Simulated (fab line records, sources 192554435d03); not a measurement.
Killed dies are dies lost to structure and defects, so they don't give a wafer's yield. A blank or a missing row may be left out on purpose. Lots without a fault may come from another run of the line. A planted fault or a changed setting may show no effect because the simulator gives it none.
fab line records | flow n5_finfet
record lots=7 wafers=18 last_day=18
route steps=1938 shown BEOL_M1@767 BEOL_M4@1111 PASSIVATION@1936
lots that met no fault: from a run of the same line without faults
start_h: hours from the record's first day to the start of the lot's first wafer shown | wait_h: hours since the lot's step before | " the same as in the row above | L1.1+2: a row that stands for several wafers | - no value, or no start given | * or withheld: withheld | < > ~ a bound
route shown NAME@n: a module of which the file shows steps, and the number in the route of the first | usual: mean/standard deviation of fault-free wafers | same: alike in all rows | chamber/n: place in a boat | sites: the reading at each site | _std_site: their standard deviation | _edge_site: outer sites' mean less inner sites' | radius_mm: how far each site lies from the wafer's centre | mask NAME#n: copy n | behind: the tool/chamber that last shaped the wafer | hold: why the lot was held/for how many hours/how that ended | device: the transistor (n, p or np) that didn't switch | end of line: the same wafers' tests at the end of the route | a step without rows: its recipe alone | killed: dies lost to structure and defects at the first sort, not the wafer's yield | map: a wafer's dies, x killed, . not, _ none there
set.NAME: the setting as run; set.NAME@STEP: as run at that earlier step | model.NAME: the simulator's own value behind a step, which no gauge read
lots at some steps of the route; a table a step, a row a wafer
services: from which hour (start_h, from the record's first day; less than 0 if before it) a tool's chamber was out of use, for how many hours, and why
## steps
# step N5_BEOL_M1_DESCUM_16
# recipe chemistry=O2 time_s=7 source_power_w=50 bias_power_w=20 pressure_mtorr=20 rf_frequency_hz=2.712e+07 temp_c=40 resist=CAR-EUV o2_flow_sccm=225
# usual drypump_motor_current_A=5.5/0.35 oes_product_au=0.78/0.083 rf_vpp_V=243.2/1.4 showerhead_plenum_p_Torr=2.11/0.073 throttle_valve_pct=20.52/0.21
# columns lot.wafer tool chamber start_h wait_h drypump_motor_current_A oes_product_au rf_hours_counter_h rf_vpp_V showerhead_plenum_p_Torr throttle_valve_pct
L278.2 rie_diel-02 0 120.73 0.1 4.8 0.69 216 242.9 2.08 20.79
L278.3 " 3 " " 5.7 0.92 24 244.1 2.24 20.71
L278.4 " 3 " " 5.7 0.91 - 244.8 2.25 20.73
L279.1 rie_diel-04 1 126.96 0.0 5.0 0.69 210 243.1 2.06 20.66
L279.2 " 0 " " 5.6 0.87 37 242.9 2.08 20.49
L279.5 " 1 " " 5.0 0.70 - 244.4 2.06 20.65
L290.2 rie_diel-04 3 208.59 0.0 5.4 0.71 205 243.5 2.18 20.62
L290.6 " 1 " " 5.0 0.68 - 242.4 2.05 20.69
L294.3 rie_diel-06 2 217.03 0.0 6.1 0.76 140 243.9 2.10 20.47
L294.4 " 3 " " 5.2 0.86 49 245.6 2.20 20.05
L295.3 rie_diel-02 3 225.61 0.0 5.7 0.86 53 245.0 2.23 20.76
L295.4 " 1 " " 6.0 0.71 215 243.7 2.10 20.79
L299.2 rie_diel-06 1 247.08 0.4 5.4 0.82 82 242.6 2.03 20.66
L299.3 " 2 " " 6.1 0.75 149 243.1 2.10 20.50
L299.5 " 2 " " 6.1 0.76 - 243.6 2.10 20.50
L300.1 rie_diel-04 3 251.79 0.2 5.4 0.70 219 245.3 2.18 20.64
L300.5 " 3 " " 5.4 0.70 - 245.1 2.18 20.64
L300.6 " 2 " " 5.7 0.69 - 241.8 2.00 20.46
# step N5_BEOL_M1_ETCH_74
# recipe chemistry=N2/H2 target=underlayer target_depth_a=65 mask_material=CAR-EUV time_s=5.2 ion_energy_ev=200 pressure_mtorr=30 source_w=840 bias_w=150 n2_flow_sccm=200 h2_flow_sccm=200 ends=cleared
# step N5_BEOL_M1_ETCH_63
# recipe chemistry=CF4 target=SiARC target_depth_a=156 mask_material=CAR-EUV time_s=26 ion_energy_ev=80 pressure_mtorr=40 source_w=545 bias_w=36 Ar_flow_sccm=100 cf4_flow_sccm=100 ends=cleared
# usual drypump_motor_current_A=5.5/0.35 etch_rf_on_time_s=26.2/0.85 oes_product_au=0.67/0.073 rf_vpp_V=184.0/1.2 showerhead_plenum_p_Torr=2.15/0.069 throttle_valve_pct=15.65/0.21
# columns lot.wafer tool chamber start_h wait_h drypump_motor_current_A etch_rf_on_time_s oes_product_au rf_hours_counter_h rf_vpp_V showerhead_plenum_p_Torr throttle_valve_pct
L278.2 rie_diel-02 0 120.78 0.0 4.7 26.9 0.59 216 182.7 2.14 15.99
L278.3 " 3 " " 5.7 25.5 0.79 24 184.0 2.26 15.70
L278.4 " 3 " " 5.7 25.5 0.79 - 184.8 2.26 15.71
L279.1 rie_diel-04 1 127.02 0.0 5.0 28.0 0.58 210 184.3 2.11 15.82
L279.2 " 0 " " 5.6 27.3 0.73 37 183.2 2.11 15.48
L279.5 " 1 " " 5.0 27.8 0.58 - 183.6 2.11 15.81
L290.2 rie_diel-04 3 208.64 0.0 5.4 25.9 0.61 205 184.3 2.22 15.79
L290.6 " 1 " " 5.0 28.3 0.56 - 184.0 2.10 15.85
L294.3 rie_diel-06 2 217.08 0.0 6.1 25.8 0.65 140 183.5 2.14 15.62
L294.4 " 3 " " 5.2 26.2 0.73 49 185.4 2.26 15.34
L295.3 rie_diel-02 3 225.66 0.0 5.7 25.7 0.74 53 184.7 2.25 15.76
L295.4 " 1 " " 6.0 26.3 0.59 215 183.5 2.12 15.85
L299.2 rie_diel-06 1 247.13 0.0 5.4 25.3 0.70 82 183.0 2.09 15.84
L299.3 " 2 " " 6.1 25.3 0.65 149 185.1 2.13 15.64
L299.5 " 2 " " 6.1 25.0 0.66 - 184.2 2.13 15.63
L300.1 rie_diel-04 3 251.84 0.0 5.4 25.6 0.60 219 185.0 2.21 15.84
L300.5 " 3 " " 5.4 26.0 0.60 - 184.8 2.21 15.84
L300.6 " 2 " " 5.7 26.4 0.61 - 183.0 2.05 15.67
# step N5_BEOL_M1_ETCH_64
# recipe chemistry=N2/H2 target=SOC target_depth_a=750 overetch_a=150 mask_material=SiARC temp_c=40 time_s=112.5 ion_energy_ev=200 pressure_mtorr=30 source_w=840 bias_w=150 n2_flow_sccm=200 h2_flow_sccm=200
# step N5_BEOL_M1_STRIP_65
# recipe chemistry=N2/H2 temp_c=40 n2_flow_sccm=200 h2_flow_sccm=200 rf_frequency_hz=6e+07
# step N5_BEOL_M1_STRIP_75
# recipe chemistry=N2/H2 temp_c=40 n2_flow_sccm=200 h2_flow_sccm=200 rf_frequency_hz=6e+07
# step N5_BEOL_M1_STRIP_66
# recipe chemistry=CF4 resist=SiARC power_w=300 bias_power_w=75 pressure_mtorr=50 cf4_flow_sccm=150 rf_frequency_hz=6e+07
# usual drypump_motor_current_A=5.5/0.35 oes_product_au=0.77/0.078 rf_vpp_V=271.1/1.6 showerhead_plenum_p_Torr=1.80/0.057 throttle_valve_pct=13.63/0.23
# columns lot.wafer tool chamber start_h wait_h drypump_motor_current_A oes_product_au rf_hours_counter_h rf_vpp_V showerhead_plenum_p_Torr throttle_valve_pct
L278.2 rie_diel-02 0 120.94 0.0 4.7 0.70 216 270.3 1.79 13.94
L278.3 " 3 " " 5.7 0.91 24 273.4 1.91 13.67
L278.4 " 3 " " 5.7 0.90 - 271.9 1.91 13.69
L279.1 rie_diel-04 1 127.17 0.0 5.0 0.70 211 269.6 1.77 13.80
L279.2 " 0 " " 5.6 0.87 37 270.7 1.77 13.41
L279.5 " 1 " " 5.0 0.70 - 271.0 1.77 13.81
L290.2 rie_diel-04 3 208.80 0.0 5.4 0.70 205 271.8 1.86 13.82
L290.6 " 1 " " 5.0 0.68 - 269.5 1.76 13.88
L294.3 rie_diel-06 2 217.23 0.0 6.1 0.76 140 270.5 1.81 13.70
L294.4 " 3 " " 5.2 0.84 49 273.2 1.88 13.27
L295.3 rie_diel-02 3 225.82 0.0 5.7 0.87 53 273.0 1.90 13.75
L295.4 " 1 " " 6.0 0.69 215 271.4 1.79 13.89
L299.2 rie_diel-06 1 247.29 0.0 5.4 0.81 82 268.3 1.75 13.74
L299.3 " 2 " " 6.1 0.74 149 272.8 1.81 13.70
L299.5 " 2 " " 6.1 0.74 - 271.1 1.81 13.72
L300.1 rie_diel-04 3 251.99 0.0 5.4 0.70 219 272.3 1.86 13.85
L300.5 " 3 " " 5.4 0.70 - 273.1 1.86 13.85
L300.6 " 2 " " 5.7 0.71 - 270.5 1.72 13.69
# step N5_BEOL_M1_HM_OPEN_17
# recipe chemistry=Cl2/BCl3 target_depth_a=200 overetch_a=60 target=TiN mask_material=SOC ion_energy_ev=150 pressure_mtorr=10 icp_w=1000 bias_w=126 Cl2_flow_sccm=53.25 bcl3_flow_sccm=21.75 Ar_flow_sccm=25
# usual drypump_motor_current_A=5.6/0.54 oes_ar_750_au=0.74/0.093 oes_product_au=0.62/0.081 throttle_valve_pct=22.06/0.27
# columns lot.wafer tool chamber start_h wait_h drypump_motor_current_A oes_ar_750_au oes_product_au rf_hours_counter_h throttle_valve_pct
L278.2 rie_metal-02 1 120.98 0.0 6.2 0.62 0.53 114 22.13
L278.3 " 0 " " 6.5 0.62 0.54 - 22.35
L278.4 " 1 " " 6.2 0.63 0.53 - 22.14
L279.1 rie_metal-02 0 127.21 0.0 6.5 0.62 0.52 128 22.38
L279.2 " 1 " " 6.2 0.63 0.52 115 22.14
L279.5 " 1 " " 6.2 0.62 0.52 - 22.13
L290.2 rie_metal-01 1 208.84 0.0 5.8 0.79 0.69 40 21.80
L290.6 " 1 " " 5.8 0.78 0.68 - 21.85
L294.3 rie_metal-02 0 217.30 0.1 6.5 0.97 0.80 - 22.13
L294.4 " 1 " " 6.2 0.61 0.51 - 22.17
L295.3 rie_metal-01 0 225.90 0.1 4.8 0.69 0.56 - 21.97
L295.4 " 1 " " 5.8 0.79 0.68 - 21.81
L299.2 rie_metal-03 1 247.33 0.0 5.4 0.90 0.74 18 22.21
L299.3 " 1 " " 5.4 0.90 0.73 - 22.22
L299.5 " 0 " " 5.9 0.65 0.55 - 22.77
L300.1 rie_metal-01 0 252.03 0.0 4.9 0.68 0.55 113 21.98
L300.5 " 1 " " 5.8 0.78 0.68 - 21.84
L300.6 " 0 " " 4.8 0.68 0.55 - 22.00
# step N5_BEOL_M1_STRIP_19
# recipe chemistry=O2 power_w=400 temp_c=40 pressure_mtorr=30 rf_frequency_hz=6e+07 bias_power_w=0 overash_fraction=0.2 o2_flow_sccm=225
# usual drypump_motor_current_A=5.5/0.36 oes_product_au=0.79/0.085 rf_vpp_V=3.7/0.48 showerhead_plenum_p_Torr=2.12/0.072 throttle_valve_pct=16.76/0.23
# columns lot.wafer tool chamber start_h wait_h drypump_motor_current_A oes_product_au rf_hours_counter_h rf_vpp_V showerhead_plenum_p_Torr throttle_valve_pct
L278.2 rie_diel-02 3 121.10 0.1 5.7 0.91 24 3.9 2.25 16.90
L278.3 " 0 " " 4.8 0.69 216 3.5 2.09 17.02
L278.4 " 1 " " 5.9 0.74 - 4.4 2.12 16.95
L279.1 rie_diel-06 0 127.39 0.1 5.6 0.75 141 3.6 2.18 16.65
L279.2 " 1 " " 5.4 0.87 49 3.1 2.04 16.79
L279.5 " 3 " " 5.2 0.88 - 3.8 2.22 16.32
L290.2 rie_diel-02 3 208.95 0.1 5.7 0.87 47 4.0 2.24 16.96
L290.6 " 1 " " 6.0 0.71 - 3.7 2.11 17.01
L294.3 rie_diel-06 3 217.39 0.1 5.2 0.86 49 3.9 2.21 16.37
L294.4 " 0 " " 5.6 0.74 167 3.3 2.17 16.70
L295.3 rie_diel-02 0 225.98 0.1 4.7 0.67 247 3.6 2.08 17.07
L295.4 " 2 " " 5.8 0.91 25 4.8 2.06 16.35
L299.2 rie_diel-02 2 247.54 0.2 5.8 0.89 33 4.1 2.06 16.34
L299.3 " 3 " " 5.7 0.84 61 3.7 2.24 16.99
L299.5 " 3 " " 5.7 0.85 - 4.2 2.24 16.98
L300.1 rie_diel-02 2 252.15 0.1 5.8 0.88 35 4.1 2.06 16.36
L300.5 " 1 " " 6.0 0.71 - 4.3 2.10 17.05
L300.6 " 2 " " 5.8 0.89 - 4.3 2.06 16.35
# step N5_BEOL_M1_CD_MEAS_18
# recipe pitch_nm=36 target_cd_nm=18
# usual cd_nm=18.0/0.42
# columns lot.wafer tool chamber start_h wait_h cd_nm
L278.2 cd_sem-02 - 121.17 0.1 18.3
L278.3 " - " " 17.9
L278.4 " - " " 18.1
L279.1 cd_sem-03 - 127.46 0.0 18.5
L279.2 " - " " 17.6
L279.5 " - " " 17.9
L290.2 cd_sem-03 - 209.02 0.1 18.4
L290.6 " - " " 17.7
L294.3 cd_sem-02 - 217.46 0.1 17.6
L294.4 " - " " 18.1
L295.3 cd_sem-03 - 226.05 0.1 17.9
L295.4 " - " " 18.3
L299.2 cd_sem-01 - 247.62 0.1 18.8
L299.3 " - " " 18.3
L299.5 " - " " 18.4
L300.1 cd_sem-02 - 252.21 0.0 17.8
L300.5 " - " " 18.3
L300.6 " - " " 18.3
# step N5_BEOL_M1_COAT_67
# recipe resist=SOC temp_c=250 time_s=60 spin_rpm=1500 resist_thk_nm=60
# step N5_BEOL_M1_COAT_68
# recipe resist=SiARC temp_c=220 time_s=60 spin_rpm=1500 resist_thk_nm=12
# step N5_BEOL_M1_COAT_76
# recipe resist=underlayer temp_c=205 time_s=60 spin_rpm=1500 resist_thk_nm=5
# usual dispense_pressure_kPa=51/7.7 run_length_s=66.21/0.13
# columns lot.wafer tool chamber start_h wait_h dispense_pressure_kPa run_length_s
L278.2 litho_track-02 0 121.21 - 43 66.03
L278.3 " 0 " " 43 66.09
L278.4 " 0 " " 43 66.04
L279.1 litho_track-02 0 127.50 - 43 66.01
L279.2 " 0 " " 43 66.37
L279.5 " 0 " " 43 66.24
L290.2 litho_track-02 0 209.06 - 43 69.31
L290.6 " 0 " " 43 66.12
L294.3 litho_track-02 0 217.50 - 43 66.05
L294.4 " 0 " " 43 69.20
L295.3 litho_track-02 0 226.09 - 43 66.09
L295.4 " 0 " " 43 69.03
L299.2 litho_track-05 0 247.66 - 59 66.27
L299.3 " 0 " " 59 66.46
L299.5 " 0 " " 59 66.28
L300.1 litho_track-05 0 252.26 - 59 66.26
L300.5 " 0 " " 59 66.23
L300.6 " 0 " " 59 66.42
# step N5_BEOL_M1_COAT_22
# recipe resist=CAR-EUV spin_rpm=1500 resist_thk_nm=30
# step N5_BEOL_M4_RC_MEAS_101
# usual DIBL_N=37.5/2.5 DIBL_P=38/3.1 IOFF_N=0.19/0.059 IOFF_P=0.24/0.061 ION_N=679/16 ION_P=465/9.8 SS_N=72.0/0.8 SS_P=73.7/0.86 VT_N=248/4.5 VT_P=-249/3.5
# columns lot.wafer tool chamber start_h wait_h DIBL_N[mV/V] DIBL_P[mV/V] IOFF_N[nA/um] IOFF_P[nA/um] ION_N[uA/um] ION_P[uA/um] SS_N[mV/dec] SS_P[mV/dec] VT_N[mV] VT_P[mV]
L278.2 prober-02 0 163.50 0.2 38.2 37 0.18 0.21 675 457 72.1 73.4 252 -251
L278.3 " 0 " " 37.0 37 0.16 0.23 676 469 71.6 73.1 249 -249
L278.4 " 0 " " 41.6 42 0.28 0.30 683 459 73.3 74.7 246 -245
L279.1 prober-02 0 169.76 0.0 37.1 39 0.19 0.25 682 466 71.6 73.0 248 -248
L279.2 " 0 " " 33.9 35 0.13 0.19 666 461 71.2 72.9 255 -249
L279.5 " 0 " " 38.0 40 0.21 0.28 687 466 72.3 73.5 247 -247
L290.2 prober-02 0 253.39 0.2 37.7 38 0.20 0.22 663 450 71.7 73.8 244 -250
L290.6 " 0 " " 36.9 36 0.17 0.19 658 445 71.6 73.3 250 -253
L294.3 prober-02 0 262.98 0.3 37.8 39 0.20 0.24 682 464 72.4 74.1 248 -250
L294.4 " 0 " " 40.2 43 0.24 0.30 704 478 71.6 75.0 245 -246
L295.3 prober-01 0 283.68 0.3 36.3 34 0.14 0.16 665 445 72.0 72.8 254 -256
L295.4 " 0 " " 38.9 38 0.21 0.23 677 451 72.5 74.4 247 -253
L299.2 prober-01 0 310.58 0.2 43.1 44 0.36 0.33 707 474 73.5 74.9 239 -246
L299.3 " 0 " " 38.4 39 0.19 0.22 678 460 71.5 74.5 250 -252
L299.5 " 0 " " 38.9 38 0.22 0.23 681 459 72.7 74.1 247 -251
L300.1 prober-02 0 311.96 0.0 37.4 39 0.18 0.22 683 461 72.1 73.8 248 -250
L300.5 " 0 " " 33.9 35 0.13 0.18 666 458 71.2 73.1 251 -252
L300.6 " 0 " " 38.7 41 0.22 0.27 686 469 72.9 74.3 249 -248
# step N5_PASSIVATION_PROBE_49
# usual defect_limited_yield=91.0/1.4 killed_at_M0_to_M3=35/10 killed_at_M4_up=14/5.5 killed_at_contacts=13/5.6 killed_at_front_end=41/11 killed_at_other=4/3.4 killed_dies=106/16 killed_open=68/12 killed_short=35/7.3 sort_bin_4_leakage=0.3/2.1 sort_bin_5_function=5.3/0.89 sort_bin_6_memory=3.4/0.67 sort_bin_8_speed=0.01/0.11 sort_n_pass=1070/28 sort_yield_pct=90.7/2.4
# same gross_dies=1180 killed_at_back_side=0
# columns lot.wafer tool chamber start_h wait_h defect_limited_yield[%] killed_at_M0_to_M3 killed_at_M4_up killed_at_contacts killed_at_front_end killed_at_other killed_dies killed_open killed_short sort_bin_4_leakage[%] sort_bin_5_function[%] sort_bin_6_memory[%] sort_bin_8_speed[%] sort_n_pass sort_yield_pct[%]
L294.3 prober-02 - 380.66 0.1 88.0 49 5 29 54 5 142 93 42 0 6.2 5.3 0 1038 88.0
L294.4 prober-02 - 380.71 0.2 91.2 35 10 18 30 11 104 64 35 0.2 4.9 3.6 0 1074 91.0
L300.1 prober-01 - 424.41 0.0 90.0 39 10 16 47 6 118 76 36 0 5.9 3.6 0 1062 90.0
L300.5 prober-01 - 424.61 0.2 91.0 40 14 10 34 8 106 67 34 0 5.5 3.2 0 1074 91.0
L300.6 prober-01 - 424.66 0.3 91.2 35 18 15 34 2 104 69 31 0 5.3 3.0 0 1076 91.2
# killed by level:class
L294.3 MOL_CONTACT_COAG:geometric_particle:open=26 BEOL_M0_SAQP:geometric_particle:open=20 BEOL_M0_SAQP:geometric_particle:short=12 FIN_SAQP:geometric_particle:short=11 STI_FIN_REVEAL:geometric_particle:open=11 BEOL_M2:geometric_particle:open=9 FIN_SAQP:geometric_particle:open=7 GATE_CUT:geometric_particle:open=6
L294.4 MOL_CONTACT_COAG:geometric_particle:open=17 BEOL_M0_SAQP:geometric_particle:open=13 BEOL_M0_SAQP:geometric_particle:short=10 BEOL_M2:geometric_particle:open=7 FIN_SAQP:geometric_particle:short=5 STARTING-WAFER:geometric_particle:short=5 MIM_TOP_ETCH:geometric_particle:open=5 STI_FIN_REVEAL:geometric_particle:open=4
L300.1 MOL_CONTACT_COAG:geometric_particle:open=13 BEOL_M3:geometric_particle:open=9 STI_FIN_REVEAL:geometric_particle:open=7 FIN_SAQP:geometric_particle:open=6 ILD0:geometric_particle:short=5 BEOL_M1:geometric_particle:open=5 FIN_SAQP:geometric_particle:short=4 DUMMY_GATE:geometric_particle:open=4
L300.5 BEOL_M3:geometric_particle:open=9 FIN_SAQP:geometric_particle:open=8 MOL_CONTACT_COAG:geometric_particle:open=8 BEOL_M0_SAQP:geometric_particle:open=7 BEOL_M1:geometric_particle:open=6 ILD0:geometric_particle:short=5 BEOL_M0_SAQP:geometric_particle:short=5 BEOL_M2:geometric_particle:open=5
L300.6 MOL_CONTACT_COAG:geometric_particle:open=13 BEOL_M3:geometric_particle:open=12 GATE_CUT:geometric_particle:open=7 GATE_CUT:geometric_particle:short=6 BEOL_M0_SAQP:geometric_particle:short=5 BEOL_M4:geometric_particle:open=5 STI_FIN_REVEAL:geometric_particle:open=4 ILD0:geometric_particle:open=4
## services
# columns tool chamber start_h hours kind
rie_diel-02 3 98.29 13.9 repair
rie_diel-02 - 99.37 0.4 repair
rie_diel-02 2 112.20 - clean
rie_diel-02 2 112.20 - consumable_replace:focus_ring
rie_diel-02 2 112.20 20.4 scheduled_down
rie_diel-02 2 112.20 20.4 vent_cycle
rie_diel-04 - 115.63 0.3 repair
rie_metal-01 - 120.43 0.8 repair
rie_metal-03 - 140.87 57.9 repair
rie_metal-02 0 145.50 5.4 repair
rie_diel-06 3 176.37 19.3 repair
rie_metal-02 0 197.32 - clean
rie_metal-02 0 197.32 13.0 scheduled_down
rie_diel-04 0 222.79 11.3 repair
rie_diel-04 2 228.08 2.4 repair
rie_diel-02 0 234.65 - clean
rie_diel-02 0 234.65 - consumable_replace:focus_ring
rie_diel-02 0 234.65 19.3 scheduled_down
rie_diel-02 0 234.65 19.3 vent_cycle
rie_metal-01 1 235.56 4.2 repair
rie_diel-04 1 249.86 - clean
rie_diel-04 1 249.86 - consumable_replace:focus_ring
rie_diel-04 1 249.86 12.2 scheduled_down
rie_diel-04 1 249.86 12.2 vent_cycle
## key
first_sign step=N5_BEOL_M1_COAT_76 reading=run_length_s direction=up sigmas=23 usual=* struck=*
effect none on later readings
met_at N5_BEOL_M1_COAT_76
struck_wafers L290.2,L294.4,L295.4
onset_between 127.50 209.06
fault kind=process_parameter_drift tool=litho_track-02 chamber=- onset_h=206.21 steps=N5_BEOL_M1_COAT_76 channel=time_s offset=* shape=step end_h=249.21 scope=struck_wafers_only acts_in=* stated=*
